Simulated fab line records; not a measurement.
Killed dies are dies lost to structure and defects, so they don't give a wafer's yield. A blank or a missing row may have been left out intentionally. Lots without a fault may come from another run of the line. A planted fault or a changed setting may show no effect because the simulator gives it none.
A lot that was struck, set against a sound lot | flow nand_harc | 13 out of 1159 route steps
Sound: wafers L469.1, L469.3, L469.5. Wafers struck: L484.2, L484.4, L484.6. Last of all comes the cause.
For every step that has rows: the tool of each side, followed by ch and its chambers, followed by its first start. Under that, the readings that differ: sound wafers | struck wafers | difference of the means | sigmas: that difference in standard deviations of wafers without a fault.
alike: a reading whose means differ by less than 2 such deviations, as well as words and numbers matching on both sides. not compared: withheld readings; readings where some wafer has no value; bounds like >300 that might hide an equal value; numbers whose values overlap and for which the record gives no deviation.
Wherever a step has rows on one side only, a row that says differs or no value, or a row with sigmas, the two part there. When numbers do not overlap yet have no deviation, they are printed without sigmas and do not part them. A reading that every wafer of one side lacks parts them only if that side has two wafers or more.

first, 1 step without rows for these wafers: NHARC_A_M0_PRE_CLEAN_29 (time 30 s).
NHARC_A_M0_PVD_20: deposits TaN, target thk 5 nm, time 8.06 s.
  sound on pvd_sputter-03; struck on pvd_sputter-03
  alike: throttle_valve_pct
NHARC_A_M0_PVD_21: deposits Cu, target thk 30 nm, time 20.49 s.
  sound on pvd_sputter-03; struck on pvd_sputter-03
  alike: throttle_valve_pct
then, 2 steps without rows for these wafers: NHARC_A_M0_ECD_22 (material Cu, target thk 400 nm); NHARC_A_M0_ANNEAL_30 (time 90 s).
NHARC_A_M0_CMP_23: polishes, t overpolish 20 s, target thk 113.75 nm.
  sound on cmp-04 ch 0,2,3, day 17 20:25; struck on cmp-04 ch 0,1, day 21 19:38
  reading                | sound          | struck         | difference | sigmas
  time_to_endpoint_s (s) | 32.7 31.2 32.3 | 27.2 28.6 27.6 | -4.3       | -2
  alike: motor_current_A
NHARC_A_M0_THK_MEAS_24: measures by xrf.
  sound on film_metro-01 at day 17 20:42; struck on film_metro-01 at day 21 19:57
  alike: thk_nm
following that, these wafers have no rows for 1 step: NHARC_A_M0_SRD_25.
NHARC_A_M0_INSPECT_27:
  sound on defect_inspect-02 at day 17 20:53; struck on defect_inspect-01 at day 21 20:07
  alike: raw_defect_count
NHARC_A_M0_PRE_CLEAN_31: time 12 s.
  sound on pecvd-02 ch 0,1, day 17 20:58; struck on pecvd-04 ch 1,2, day 21 20:11
  alike: heater_power_w
  not compared: since_wet_clean_h
NHARC_A_M0_DEP_32: deposits SiCN, target thk 30 nm.
  sound on pecvd-02 ch 0,1, day 17 21:04; struck on pecvd-04 ch 1,2, day 21 20:18
  reading                  | sound       | struck      | difference | sigmas
  heater_power_outer_w (W) | 232 260 275 | 381 332 371 | +106       | +2
  alike: chamber_pressure_Torr, heater_power_w, showerhead_vpp_V
  not compared: since_wet_clean_h
NHARC_A_M1_DEP_00: deposits SiOC, target thk 182.5 nm.
  sound on pecvd-04 ch 0,1, day 17 21:26; struck on pecvd-03 ch 0,2, day 21 20:46
  no value came back on the struck wafers for chamber_pressure_Torr (Torr), rf_fwd_power_W (W), showerhead_vpp_V (V); on the sound wafers chamber_pressure_Torr (Torr) reads 4.996 5.018 5.001
  not compared: since_wet_clean_h
then, 1 step without rows for these wafers: NHARC_A_M1_DEHYDRATE_01 (time 120 s).

== WHERE THEY PART ==
First at NHARC_A_M0_CMP_23; last, within this record, at NHARC_A_M1_DEP_00.

WHY: what had been put in by the simulator
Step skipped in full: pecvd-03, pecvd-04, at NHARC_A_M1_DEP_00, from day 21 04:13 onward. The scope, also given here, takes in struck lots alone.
